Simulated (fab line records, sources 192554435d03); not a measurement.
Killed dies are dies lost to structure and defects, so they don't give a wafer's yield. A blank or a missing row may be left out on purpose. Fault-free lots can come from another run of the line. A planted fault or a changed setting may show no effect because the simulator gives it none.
fab line records ; flow n5_finfet
record lots=4; wafers=12; last_day=16
route steps=1938 shown GATE_CUT@505 MOL_CONTACT_COAG@517 BEOL_M4@1111 PASSIVATION@1936
lots untouched by any fault: they come from a run of this same line in which no faults occurred
start_h: the number of hours between the record's first day and the start of the first shown wafer of the lot ; wait_h: time in hours since the lot's previous step ; " identical to the entry in the row above ; L1.1+2: one row covering several wafers at once ; - no value present, or no start provided ; * or withheld: withheld ; < > ~ a bound
route shown NAME@n: a module of which the file shows steps, and the number in the route of the first ; usual: mean/standard deviation taken from wafers without a fault ; same: alike in all rows ; chamber/n: place in a boat ; sites: readings site by site ; _std_site: standard deviation of those values ; _edge_site: mean of outer sites minus mean of inner sites ; radius_mm: for every site, how far away it sits from the centre of the wafer ; mask NAME#n: copy n ; behind: the last tool/chamber to shape the wafer ; hold: the reason the lot was held/the length of the hold in hours/how it ended ; device: the transistor (n, p or np) that didn't switch ; end of line: at the end of the route, the tests of the same wafers ; where a step has no rows: the recipe by itself ; killed: the dies lost at the first sort to structure and to defects; this is not the yield of the wafer ; map: a wafer's dies, x killed, . not, _ none there
set.NAME: the setting the step ran with; set.NAME@STEP: the setting that earlier step ran with ; model.NAME: the simulator's own value behind a step, which no gauge read
lots at some steps of the route; a table a step, a row a wafer
services: a tool's chamber out of use, with start hour (start_h, from the record's first day; less than 0 if before it), hours out, and reason
## steps
# step N5_GATE_CUT_VAPOR_ETCH_49
# recipe chemistry=BCl3/Cl2; target=TiAlC; mode=isotropic
# step N5_GATE_CUT_VAPOR_ETCH_51
# recipe chemistry=BCl3/Cl2; target=HfO2; mode=isotropic
# step N5_GATE_CUT_STRIP_21
# recipe chemistry=N2/H2; time_s=30; power_w=1000; temp_c=250; pressure_mtorr=withheld; n2_flow_sccm=1750; h2_flow_sccm=3250
# step N5_GATE_CUT_STRIP_29
# recipe chemistry=post_etch_residue_remover; time_s=60; temp_c=25; remover_ph=withheld; remover_water_wt_pct=withheld; remover_fluoride_wt_pct=withheld
# step N5_GATE_CUT_SRD_52
# recipe dry=ipa_marangoni; time_s=30; temp_c=23; rinse_liquid=diw
# step N5_GATE_CUT_ALD_22
# recipe material=SiNx; target_thk_a=160; temp_c=400; ald_precursor_family=SiH2I2; ald_co_reactant=N2/H2-plasma; pulse_time_s=1; ald_cycles=320; purge_time_s=2; co_reactant_purge_time_s=2; pressure_torr=2
# step N5_GATE_CUT_CMP_23
# recipe stop_on=SiO2; t_overpolish_s=23.4; post_cmp_clean=alkaline_brush; down_force_psi=2.5; platen_rpm=51.8; pad_velocity_m_s=1.0307; target_thk_nm=16
# step N5_GATE_CUT_CMP_43
# recipe material=SiO2; post_cmp_clean=rinse_only
# step N5_GATE_CUT_CMP_61
# recipe stop_on=SiNx; t_overpolish_s=3; post_cmp_clean=alkaline_brush; down_force_psi=4; platen_rpm=27.09; pad_velocity_m_s=0.539
# step N5_MOL_CONTACT_COAG_COAT_103
# recipe resist=SOC; temp_c=250; time_s=60; spin_rpm=1500; resist_thk_nm=80
# usual spin_speed_rpm=1499.8/1.1
# same time_s=60
lot.wafer;tool;chamber;start_h;wait_h;spin_speed_rpm;model.SOC_of_MOL_CONTACT_COAG_COAT_103.thk_nm
L229.1;litho_track-04;0;167.11;0.0;1498.3;79.8
L229.3;litho_track-04;0;167.11;0.0;1498.6;80.2
L229.6;litho_track-04;0;167.11;0.0;1499.2;80.2
L234.4;litho_track-04;0;191.93;0.0;1558.6;78.6
L234.5;litho_track-04;0;191.93;0.0;1557.4;78.6
L234.6;litho_track-04;0;191.93;0.0;1557.8;78.6
L235.1;litho_track-04;0;194.06;0.0;1557.0;78.2
L235.4;litho_track-04;0;194.06;0.0;1556.6;78.4
L235.5;litho_track-04;0;194.06;0.0;1557.0;78.4
L238.1;litho_track-05;0;216.74;0.0;1500.6;79.8
L238.4;litho_track-05;0;216.74;0.0;1499.5;79.8
L238.6;litho_track-05;0;216.74;0.0;1499.7;79.6
# step N5_MOL_CONTACT_COAG_COAT_104
# recipe resist=SiARC; temp_c=220; time_s=60; spin_rpm=1500; resist_thk_nm=12
# step N5_MOL_CONTACT_COAG_COAT_58
# recipe resist=underlayer; temp_c=205; time_s=60; spin_rpm=1500; resist_thk_nm=10
# step N5_MOL_CONTACT_COAG_COAT_02
# recipe resist=CAR-EUV; spin_rpm=1500; resist_thk_nm=30
# step N5_MOL_CONTACT_COAG_EBR_04
# recipe solvent=PGMEA; ebr_width_mm=1.5
# step N5_MOL_CONTACT_COAG_SOFTBAKE_03
# recipe temp_c=110; time_s=60; resist=CAR-EUV
# step N5_MOL_CONTACT_COAG_EXPOSE_05
# recipe mask_id=CA; na=0.33; source_shape=annular; sigma_inner=0.4; sigma_outer=0.8; polarization=unpolarized; defocus_nm=0; dose_mj=38.25
# step N5_MOL_CONTACT_COAG_PEB_06
# recipe peb_temp_c=100; peb_time_s=60; resist=CAR-EUV
# step N5_MOL_CONTACT_COAG_DEVELOP_07
# recipe develop_time_s=30; developer=TMAH; resist=CAR-EUV; rinse_liquid=surfactant_rinse; dry=air_spin; dev_temp_c=23
# step N5_MOL_CONTACT_COAG_DESCUM_13
# recipe chemistry=O2; time_s=7; source_power_w=50; bias_power_w=20; pressure_mtorr=20; rf_frequency_hz=2.712e+07; temp_c=40; resist=CAR-EUV; o2_flow_sccm=225
# step N5_MOL_CONTACT_COAG_ETCH_59
# recipe chemistry=N2/H2; target=underlayer; target_depth_a=130; mask_material=CAR-EUV; time_s=10.4; ion_energy_ev=200; pressure_mtorr=30; source_w=840; bias_w=150; n2_flow_sccm=200; h2_flow_sccm=200; ends=cleared
# step N5_MOL_CONTACT_COAG_ETCH_105
# recipe chemistry=CF4; target=SiARC; target_depth_a=156; mask_material=CAR-EUV; time_s=26; ion_energy_ev=80; pressure_mtorr=40; source_w=545; bias_w=36; Ar_flow_sccm=100; cf4_flow_sccm=100; ends=cleared
# step N5_MOL_CONTACT_COAG_ETCH_106
# recipe chemistry=N2/H2; target=SOC; target_depth_a=800; overetch_a=160; mask_material=SiARC; temp_c=40; time_s=120; ion_energy_ev=200; pressure_mtorr=30; source_w=840; bias_w=150; n2_flow_sccm=200; h2_flow_sccm=200
# usual chamber_pressure_mTorr=30.003/0.027; drypump_motor_current_A=5.8/0.49; oes_product_au=0.68/0.056; rf_vpp_V=524.5/2.4; showerhead_plenum_p_Torr=2.57/0.08; throttle_valve_pct=17.82/0.24
# same time_s=120
lot.wafer;tool;chamber;start_h;wait_h;chamber_pressure_mTorr;drypump_motor_current_A;oes_product_au;rf_hours_counter_h;rf_vpp_V;showerhead_plenum_p_Torr;throttle_valve_pct;model.etch.depth_nm
L229.1;rie_diel-05;3;167.59;0.0;29.980;5.4;0.66;186;523.5;2.54;17.98;79.88
L229.3;rie_diel-05;2;167.59;0.0;30.027;6.3;0.64;192;524.0;2.53;18.02;80.2
L229.6;rie_diel-05;1;167.59;0.0;30.001;6.2;0.63;-;523.5;2.50;17.99;80.11
L234.4;rie_diel-03;3;192.40;0.0;30.022;6.3;0.69;131;519.4;2.44;17.63;78.55
L234.5;rie_diel-03;2;192.40;0.0;30.064;6.6;0.63;-;524.0;2.62;18.23;78.63
L234.6;rie_diel-03;1;192.40;0.0;30.002;5.7;0.70;-;527.1;2.66;17.35;78.61
L235.1;rie_diel-05;2;194.53;0.0;29.993;6.3;0.63;201;522.9;2.53;18.02;78.27
L235.4;rie_diel-05;3;194.53;0.0;29.983;5.4;0.64;196;524.1;2.53;18.02;78.49
L235.5;rie_diel-05;3;194.53;0.0;29.986;5.4;0.64;-;523.9;2.53;18.02;78.43
L238.1;rie_diel-03;1;217.21;0.0;30.002;5.7;0.70;115;529.3;2.66;17.36;79.77
L238.4;rie_diel-03;3;217.21;0.0;30.001;6.3;0.69;140;521.6;2.43;17.65;79.81
L238.6;rie_diel-03;1;217.21;0.0;29.960;5.7;0.70;-;527.6;2.66;17.35;79.57
# step N5_MOL_CONTACT_COAG_STRIP_107
# recipe chemistry=N2/H2; temp_c=40; n2_flow_sccm=200; h2_flow_sccm=200; rf_frequency_hz=6e+07
# step N5_MOL_CONTACT_COAG_STRIP_108
# recipe chemistry=N2/H2; temp_c=40; n2_flow_sccm=200; h2_flow_sccm=200; rf_frequency_hz=6e+07
# step N5_MOL_CONTACT_COAG_CONTACT_ETCH_14
# recipe chemistry=C4F6/O2; target=SiO2; target_depth_a=275; overetch_a=85; mask_material=SOC; pressure_mtorr=30; source_w=370; bias_w=185; Ar_flow_sccm=300; C4F6_flow_sccm=16; O2_flow_sccm=10; time_s=20; ion_energy_ev=259.6
# step N5_MOL_CONTACT_COAG_STRIP_109
# recipe chemistry=C4F6/O2; resist=SiARC; rf_frequency_hz=6e+07
# step N5_MOL_CONTACT_COAG_ETCH_15
# recipe chemistry=CH3F/O2; target=SiNx; target_depth_a=70; mask_material=SOC; stop_on=Si:P; over_etch_frac=0.75; ion_energy_ev=120; pressure_mtorr=30; source_w=395; bias_w=73; Ar_flow_sccm=150; CH3F_flow_sccm=30; O2_flow_sccm=20
# step N5_MOL_CONTACT_COAG_ETCH_110
# recipe chemistry=CF4/O2; target=Si; target_depth_a=25; time_s=8; pressure_mtorr=100; source_w=200; bias_w=12; ion_energy_ev=60; Ar_flow_sccm=100; cf4_flow_sccm=100; O2_flow_sccm=10
# usual O2_flow_sccm=10.00/0.032; chamber_pressure_mTorr=99.99/0.1; drypump_motor_current_A=5.8/0.49; mfc_ar_sccm=100.02/0.29; oes_product_au=0.75/0.068; rf_vpp_V=126.6/1.3; showerhead_plenum_p_Torr=2.24/0.066; throttle_valve_pct=10.80/0.25
# same time_s=8
lot.wafer;tool;chamber;start_h;wait_h;O2_flow_sccm;chamber_pressure_mTorr;drypump_motor_current_A;mfc_ar_sccm;oes_product_au;rf_hours_counter_h;rf_vpp_V;showerhead_plenum_p_Torr;throttle_valve_pct;model.SOC_of_MOL_CONTACT_COAG_COAT_103.thk_nm
L229.1;rie_diel-05;3;167.78;0.0;9.97;99.95;5.3;100.10;0.72;186;126.4;2.21;10.96;73.8
L229.3;rie_diel-05;2;167.78;0.0;9.98;99.97;6.3;100.03;0.70;192;124.8;2.22;10.95;74
L229.6;rie_diel-05;1;167.78;0.0;10.05;99.96;6.2;100.09;0.70;-;126.3;2.19;11.03;73.8
L234.4;rie_diel-03;3;192.60;0.0;10.00;100.09;6.3;100.09;0.78;131;126.5;2.14;10.68;72.2
L234.5;rie_diel-03;2;192.60;0.0;9.99;100.00;6.6;100.30;0.70;-;128.5;2.29;11.14;72.4
L234.6;rie_diel-03;1;192.60;0.0;9.94;100.14;5.6;100.37;0.78;-;126.6;2.33;10.48;72.4
L235.1;rie_diel-05;2;194.73;0.0;9.96;99.98;6.3;99.83;0.70;201;126.1;2.22;11.02;72.2
L235.4;rie_diel-05;3;194.73;0.0;10.01;99.99;5.3;100.42;0.72;196;126.4;2.21;10.99;72.4
L235.5;rie_diel-05;3;194.73;0.0;9.95;99.92;5.4;100.20;0.71;-;127.0;2.21;10.99;72.4
L238.1;rie_diel-03;1;217.40;0.0;10.04;99.95;5.7;100.21;0.78;115;128.6;2.33;10.51;73.4
L238.4;rie_diel-03;3;217.40;0.0;9.98;100.18;6.3;99.77;0.78;140;125.9;2.14;10.71;73.4
L238.6;rie_diel-03;1;217.40;0.0;10.00;100.01;5.7;100.13;0.78;-;127.7;2.33;10.49;73.2
# step N5_MOL_CONTACT_COAG_STRIP_98
# recipe chemistry=N2/H2; power_w=500; temp_c=40; pressure_mtorr=50; rf_frequency_hz=6e+07; overash_fraction=0.3; bias_power_w=8; h2_frac=0.5; n2_flow_sccm=300; h2_flow_sccm=300
# step N5_BEOL_M4_RC_MEAS_101
# usual DIBL_N=36.3/1.4; DIBL_P=35.7/1.5; IOFF_N=0.155/0.022; IOFF_P=0.204/0.027; ION_N=671/9; ION_P=459/6.2; SS_N=71.5/0.54; SS_P=73.1/0.56; VT_N=250.2/2.6; VT_P=-251/3.3
lot.wafer;tool;chamber;start_h;wait_h;DIBL_N[mV/V];DIBL_P[mV/V];IOFF_N[nA/um];IOFF_P[nA/um];ION_N[uA/um];ION_P[uA/um];SS_N[mV/dec];SS_P[mV/dec];VT_N[mV];VT_P[mV]
L229.1;prober-01;0;256.78;0.0;35.5;36.7;0.145;0.187;664;450;71.7;72.7;250.9;-253
L229.3;prober-01;0;256.78;0.0;35.4;36.0;0.151;0.178;672;458;71.2;72.8;249.7;-254
L229.6;prober-01;0;256.78;0.0;34.0;35.1;0.126;0.166;662;452;71.0;72.9;252.4;-254
L235.1;prober-01;0;274.32;0.0;35.4;35.2;0.139;0.192;674;453;71.2;73.7;252.0;-251
L235.4;prober-01;0;274.32;0.0;38.4;37.3;0.197;0.237;677;459;72.3;73.3;249.3;-250
L235.5;prober-01;0;274.32;0.0;34.9;34.4;0.131;0.195;666;458;71.2;72.7;251.6;-250
L234.4;prober-01;0;280.43;0.5;38.0;37.0;0.169;0.237;677;462;71.2;73.1;248.3;-249
L234.5;prober-01;0;280.43;0.5;39.3;38.5;0.190;0.263;682;466;71.4;74.4;247.2;-248
L234.6;prober-01;0;280.43;0.5;38.9;38.2;0.177;0.254;675;462;71.7;73.8;249.5;-246
L238.1;prober-02;0;294.09;0.0;35.7;36.3;0.154;0.220;671;460;71.2;72.6;247.2;-248
L238.4;prober-02;0;294.09;0.0;35.1;35.1;0.143;0.213;666;460;71.6;72.6;251.1;-249
L238.6;prober-02;0;294.09;0.0;36.3;36.7;0.161;0.225;665;460;71.8;73.5;249.2;-247
# step N5_PASSIVATION_PROBE_49
# usual defect_limited_yield=91.0/1.5; killed_at_M0_to_M3=36/12; killed_at_M4_up=14/5.5; killed_at_contacts=11/4.8; killed_at_front_end=42/12; killed_at_other=3.7/2.7; killed_dies=106/18; killed_on_rim=13/4.5; killed_open=70/13; killed_short=35/8.2; sort_bin_5_function=5.3/1; sort_bin_6_memory=3.3/0.69; sort_n_pass=1074/18; sort_yield_pct=91.0/1.5
# same gross_dies=1180; killed_at_back_side=0; sort_bin_4_leakage[%]=0; sort_bin_8_speed[%]=0
lot.wafer;tool;chamber;start_h;wait_h;defect_limited_yield[%];killed_at_M0_to_M3;killed_at_M4_up;killed_at_contacts;killed_at_front_end;killed_at_other;killed_dies;killed_on_rim;killed_open;killed_short;sort_bin_5_function[%];sort_bin_6_memory[%];sort_n_pass;sort_yield_pct[%]
L229.1;prober-01;-;361.63;0.0;90.8;40;18;22;27;2;109;10;78;26;4.7;4.2;1071;90.8
L229.3;prober-01;-;361.73;0.1;89.2;40;32;15;39;1;127;14;96;28;7.5;3.0;1053;89.2
L229.6;prober-01;-;361.88;0.3;92.1;34;16;23;18;2;93;14;72;21;4.7;3.1;1087;92.1
L235.1;prober-01;-;379.78;0.0;88.7;45;15;6;66;1;133;26;87;46;6.4;4.4;1047;88.7
L235.4;prober-01;-;379.93;0.2;89.4;54;11;16;43;1;125;22;74;51;6.6;3.5;1055;89.4
L235.5;prober-01;-;379.98;0.2;89.7;53;11;4;47;6;121;11;75;43;5.9;4.1;1059;89.7
L234.4;prober-02;-;382.41;0.2;90.9;21;20;10;54;2;107;16;77;29;4.7;4.2;1073;90.9
L234.5;prober-02;-;382.46;0.2;91.6;22;21;7;48;1;99;17;72;26;4.6;3.6;1081;91.6
L234.6;prober-02;-;382.51;0.3;88.6;24;30;13;60;7;134;16;97;35;6.8;4.2;1046;88.6
L238.1;prober-01;-;389.11;0.0;91.8;33;8;9;46;1;97;12;65;30;4.8;3.1;1083;91.8
L238.4;prober-01;-;389.26;0.2;91.8;37;14;17;27;2;97;11;67;28;4.8;3.3;1083;91.8
L238.6;prober-01;-;389.36;0.3;91.0;45;13;19;26;3;106;10;67;39;4.9;3.7;1074;91.0
# killed by level:class
L229.1 MOL_CONTACT_COAG:geometric_particle:open=17 BEOL_M0_SAQP:geometric_particle:open=10 BEOL_M3:geometric_particle:open=9 STI_FIN_REVEAL:geometric_particle:open=8 BEOL_M0_SAQP:geometric_particle:short=8 BEOL_M2:geometric_particle:open=6 FIN_SAQP:geometric_particle:open=5 MOL_CONTACT_COAG:geometric_particle:short=5
L229.3 BEOL_M4:geometric_particle:open=16 BEOL_M2:geometric_particle:open=16 MOL_CONTACT_COAG:geometric_particle:open=11 BEOL_M3:geometric_particle:open=9 STI_FIN_REVEAL:geometric_particle:open=7 BEOL_M1:geometric_particle:open=6 BEOL_M5:geometric_particle:open=6 FIN_SAQP:geometric_particle:open=5
L229.6 MOL_CONTACT_COAG:geometric_particle:open=16 BEOL_M4:geometric_particle:open=12 BEOL_M2:geometric_particle:open=11 BEOL_M3:geometric_particle:open=9 MOL_CONTACT_COAG:geometric_particle:short=7 FIN_SAQP:geometric_particle:short=4 BEOL_M0_SAQP:geometric_particle:open=4 BEOL_M0_SAQP:geometric_particle:short=4
L235.1 STI_FIN_REVEAL:geometric_particle:open=18 BEOL_M0_SAQP:geometric_particle:open=14 FIN_SAQP:geometric_particle:open=11 FIN_SAQP:geometric_particle:short=9 GATE_CUT:geometric_particle:short=8 BEOL_M3:geometric_particle:open=6 MOL_CONTACT_COAG:geometric_particle:open=6 BEOL_M0:geometric_particle:short=5
L235.4 BEOL_M0_SAQP:geometric_particle:short=19 MOL_CONTACT_COAG:geometric_particle:open=12 BEOL_M3:geometric_particle:open=9 FIN_SAQP:geometric_particle:open=8 BEOL_M0_SAQP:geometric_particle:open=8 BEOL_M1:geometric_particle:open=8 DUMMY_GATE:geometric_particle:open=7 GATE_CUT:geometric_particle:short=6
L235.5 BEOL_M0_SAQP:geometric_particle:open=14 FIN_SAQP:geometric_particle:open=10 FIN_SAQP:geometric_particle:short=10 STI_FIN_REVEAL:geometric_particle:open=9 BEOL_M2:geometric_particle:open=8 BEOL_M1:geometric_particle:open=7 BEOL_M0_SAQP:geometric_particle:short=6 BEOL_M4:geometric_particle:open=5
L234.4 FIN_SAQP:geometric_particle:open=17 STI_FIN_REVEAL:geometric_particle:open=9 FIN_SAQP:geometric_particle:short=7 MOL_CONTACT_COAG:geometric_particle:open=7 BEOL_M5:geometric_particle:open=7 BEOL_M0_SAQP:geometric_particle:short=6 BEOL_M4:geometric_particle:open=5 BEOL_M2:geometric_particle:open=4
L234.5 STI_FIN_REVEAL:geometric_particle:open=18 BEOL_M4:geometric_particle:open=12 FIN_SAQP:geometric_particle:open=8 BEOL_M0_SAQP:geometric_particle:open=7 FIN_SAQP:geometric_particle:short=5 DUMMY_GATE:geometric_particle:open=5 MOL_CONTACT_COAG:geometric_particle:open=5 BEOL_M2:geometric_particle:open=4
L234.6 FIN_SAQP:geometric_particle:open=18 BEOL_M4:geometric_particle:open=14 MOL_CONTACT_COAG:geometric_particle:open=12 STI_FIN_REVEAL:geometric_particle:open=11 FIN_SAQP:geometric_particle:short=9 BEOL_M0_SAQP:geometric_particle:open=9 DUMMY_GATE:geometric_particle:open=8 BEOL_M0_SAQP:geometric_particle:short=4
L238.1 FIN_SAQP:geometric_particle:open=13 BEOL_M0_SAQP:geometric_particle:short=10 STI_FIN_REVEAL:geometric_particle:open=9 BEOL_M0_SAQP:geometric_particle:open=9 STARTING-WAFER:geometric_particle:short=8 DUMMY_GATE:geometric_particle:open=7 MOL_CONTACT_COAG:geometric_particle:open=7 BEOL_M2:geometric_particle:open=6
L238.4 MOL_CONTACT_COAG:geometric_particle:open=11 BEOL_M0_SAQP:geometric_particle:open=9 BEOL_M2:geometric_particle:open=9 BEOL_M0_SAQP:geometric_particle:short=8 BEOL_M4:geometric_particle:open=8 FIN_SAQP:geometric_particle:open=7 MOL_CONTACT_COAG:geometric_particle:short=6 DUMMY_GATE:geometric_particle:open=4
L238.6 BEOL_M0_SAQP:geometric_particle:open=15 BEOL_M0_SAQP:geometric_particle:short=13 MOL_CONTACT_COAG:geometric_particle:open=10 BEOL_M2:geometric_particle:open=10 MOL_CONTACT_COAG:geometric_particle:short=9 FIN_SAQP:geometric_particle:open=6 BEOL_M4:geometric_particle:open=5 FIN_SAQP:geometric_particle:short=4
## services
tool;chamber;start_h;hours;kind
rie_diel-05;1;202.25;-;clean
rie_diel-05;1;202.25;-;consumable_replace:focus_ring
rie_diel-05;1;202.25;14.5;scheduled_down
rie_diel-05;1;202.25;14.5;vent_cycle
## key
first_sign step=N5_MOL_CONTACT_COAG_COAT_103; reading=spin_speed_rpm; direction=up; sigmas=54; usual=*; struck=*
effect none on later readings
model_effect step=N5_MOL_CONTACT_COAG_COAT_103; value=SOC_of_MOL_CONTACT_COAG_COAT_103.thk_nm; without=80; struck=78.47
model_effect step=N5_MOL_CONTACT_COAG_ETCH_106; value=etch.depth_nm; without=79.98; struck=78.5
model_effect step=N5_MOL_CONTACT_COAG_ETCH_110; value=SOC_of_MOL_CONTACT_COAG_COAT_103.thk_nm; without=73.77; struck=72.33
met_at N5_MOL_CONTACT_COAG_COAT_103
struck_wafers L234.4,L234.5,L234.6,L235.1,L235.4,L235.5
onset_between 167.11 191.93
fault kind=process_parameter_drift; tool=litho_track-04; chamber=-; onset_h=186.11; steps=N5_MOL_CONTACT_COAG_COAT_103; channel=spin_rpm; offset=*; shape=step; end_h=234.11; acts_in=*; stated=*
